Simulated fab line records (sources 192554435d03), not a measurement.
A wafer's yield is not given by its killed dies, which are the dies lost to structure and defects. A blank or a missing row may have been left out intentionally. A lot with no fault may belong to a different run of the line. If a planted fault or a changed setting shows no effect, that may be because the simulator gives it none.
Matching of chambers / flow n5_finfet / N5_DUMMY_GATE_ETCH_36 on rie_diel-04 has 4 sister chambers
The step etches SiARC in CF4, target depth 13 nm. 8 wafers are shown with their chamber, then 9 later ones without.

WAFERS, EACH WITH ITS CHAMBER
wafer=L078.2; chamber=0; throttle_valve_pct (%)=15.87; showerhead_plenum_p_Torr (Torr)=2.23
wafer=L081.6; chamber=1; throttle_valve_pct (%)=15.95; showerhead_plenum_p_Torr (Torr)=2.14
wafer=L083.1; chamber=2; throttle_valve_pct (%)=15.47; showerhead_plenum_p_Torr (Torr)=2.27
wafer=L083.2; chamber=0; throttle_valve_pct (%)=15.89; showerhead_plenum_p_Torr (Torr)=2.22
wafer=L083.5; chamber=2; throttle_valve_pct (%)=15.48; showerhead_plenum_p_Torr (Torr)=2.27
wafer=L086.3; chamber=3; throttle_valve_pct (%)=15.77; showerhead_plenum_p_Torr (Torr)=2.23
wafer=L086.4; chamber=1; throttle_valve_pct (%)=16.00; showerhead_plenum_p_Torr (Torr)=2.14
wafer=L086.5; chamber=3; throttle_valve_pct (%)=15.76; showerhead_plenum_p_Torr (Torr)=2.23

WAFERS MISSING THEIR CHAMBER
wafer=L089.4; throttle_valve_pct (%)=15.77; showerhead_plenum_p_Torr (Torr)=2.23
wafer=L089.5; throttle_valve_pct (%)=16.02; showerhead_plenum_p_Torr (Torr)=2.13
wafer=L089.6; throttle_valve_pct (%)=15.50; showerhead_plenum_p_Torr (Torr)=2.27
wafer=L090.2; throttle_valve_pct (%)=16.00; showerhead_plenum_p_Torr (Torr)=2.13
wafer=L090.3; throttle_valve_pct (%)=15.78; showerhead_plenum_p_Torr (Torr)=2.23
wafer=L090.6; throttle_valve_pct (%)=15.91; showerhead_plenum_p_Torr (Torr)=2.22
wafer=L093.2; throttle_valve_pct (%)=16.01; showerhead_plenum_p_Torr (Torr)=2.13
wafer=L093.3; throttle_valve_pct (%)=15.91; showerhead_plenum_p_Torr (Torr)=2.22
wafer=L093.6; throttle_valve_pct (%)=15.79; showerhead_plenum_p_Torr (Torr)=2.23

THE CHAMBER EACH PASSED THROUGH
wafer=L089.4; from the rows above=3; in truth=3
wafer=L089.5; from the rows above=1; in truth=1
wafer=L089.6; from the rows above=2; in truth=2
wafer=L090.2; from the rows above=1; in truth=1
wafer=L090.3; from the rows above=3; in truth=3
wafer=L090.6; from the rows above=0; in truth=0
wafer=L093.2; from the rows above=1; in truth=1
wafer=L093.3; from the rows above=0; in truth=0
wafer=L093.6; from the rows above=3; in truth=3
9 of 9 placed correctly. Number that these rows cannot place: 0. 0 placed wrongly.
How it was worked out, from the rows above alone: a wafer's distance from a chamber is the root of the sum, over the readings, of the square of ((its reading less the chamber's mean) divided by the reading's scatter). If the next closest chamber is less than 2 further off than the closest, the wafer can't be placed; otherwise it belongs to the closest. The mean given for a chamber averages the wafers shown for that chamber. How the scatter is found: for the shown wafers, subtract from each reading the mean of its chamber, square and add these, divide the total by (wafers less chambers), then take the root.
